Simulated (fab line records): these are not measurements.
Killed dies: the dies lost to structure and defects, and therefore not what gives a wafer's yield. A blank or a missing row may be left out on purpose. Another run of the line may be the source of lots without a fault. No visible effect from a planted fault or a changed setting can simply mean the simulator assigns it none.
Problem report in the 8D (eight disciplines) form, filled by code    flow n5 finfet    the parts of the form that need people (team, actions taken, sign-off) are left out

== 1. THE PROBLEM ==
Wafers without a fault read 28.8 s, standard deviation 0.68; barrier field endpoint s at N5_BEOL_M10_CMP_52 reads a mean of 34.2 s on 9 wafers belonging to 3 lots. That is +7.9 standard deviations from the usual mean.
The step: polishes, stops on SiCOH lowk, t overpolish 7 s, target thk 140 nm.
First seen on wafer L952.2, day 13 05:47, on cmp-02. Wafers with a number at this step in the record: 30, from 10 lots. The rule behind "out" and "out of limits": a value lying over 4 standard deviations away from the usual mean. Any other wafer with a number is counted as sound.

== 2. WHAT THIS IS AND IS NOT ==
question                     is                                            is not
which readings at this step  barrier field endpoint s, time to endpoint s  edge zone pressure frac, head pressure psi, slurry filter dp kPa, slurry flow ml min
which lots                   L951, L952, L954                              L948, L950, L958, L959, L960, L961, L963
which wafers of those lots   all that have a number                        -
read on which tools          cmp-02, cmp-04                                cmp-01
when                         from day 13 05:47                             up to then (6 sound wafers); but 15 sound wafers of L958, L959, L960, L961, L963 came after

== 3. WHAT RULES OUT EACH SUSPECT ==
Counting: a tool stays on the suspect list if, at a process step up to the reading, it processed all lots that are out and no sound lot following the first of them.
- rtp anneal-02 at N5_BEOL_M10_ANNEAL_51 (time 90 s): ruled out as a lasting fault. Sound lots L959, L961, L960, L963 ran on it after its first lot that is out, L952 (day 13 05:29).
Left after counting: nothing in the record.

== 4. THE CAUSE (what the simulator had put in) ==
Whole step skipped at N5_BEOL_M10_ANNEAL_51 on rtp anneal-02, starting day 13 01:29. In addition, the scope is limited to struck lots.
The count ruled it out by mistake, since the rule takes a fault to strike every lot its tool runs from the start of the fault on, and this one did not do so.

== 5. THE CHAIN OF EFFECTS, in route order ==
Each row: a reading whose mean over the struck wafers that have a number lies more than 3 standard deviations from the usual. Only readings whose record carries a usual standard deviation are examined. hours: median over the lots of the time between each lot's start at the first step of this table that gives one and its start at this step. sigmas: the change, counted in usual standard deviations.
hours  step                     reading                   usual   on struck wafers  change  sigmas
0      N5_BEOL_M10_CMP_52       barrier field endpoint s  28.8 s  34.2              +5.4    +7.9
0      N5_BEOL_M10_CMP_52       time to endpoint s        65.0 s  85.8              +20.8   +7.4
45     N5_PASSIVATION_PROBE_49  defect limited yield      91.6 %  67.5              -24.1   -15
45     N5_PASSIVATION_PROBE_49  killed_at_M4_up           14      304               +290    +46
45     N5_PASSIVATION_PROBE_49  killed dies               100     384               +284    +15
45     N5_PASSIVATION_PROBE_49  sort n pass               1080    796               -284    -16
45     N5_PASSIVATION_PROBE_49  sort yield pct            91.6 %  67.5              -24.1   -15
Process steps it contains:
- N5_BEOL_M10_CMP_52: polishes, stops on SiCOH lowk, t overpolish 7 s, target thk 140 nm.
- N5_PASSIVATION_PROBE_49
Readings that are blank on the struck wafers while sound wafers have them: anneal temp c at N5_BEOL_M10_ANNEAL_51; anneal temp c max at N5_BEOL_M10_ANNEAL_51; wafer_temp_C_max at N5_BEOL_M10_ANNEAL_51.

== 6. HOW IT WOULD HAVE BEEN CAUGHT EARLIER ==
The fault began at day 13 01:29; the first out-of-limits reading in this record came at day 13 05:47, 4 hours later.
At N5_BEOL_M10_ANNEAL_51 the tool's readings are blank on the struck wafers, where sound wafers have them: an empty tool record is the first sign, and it was there at once.
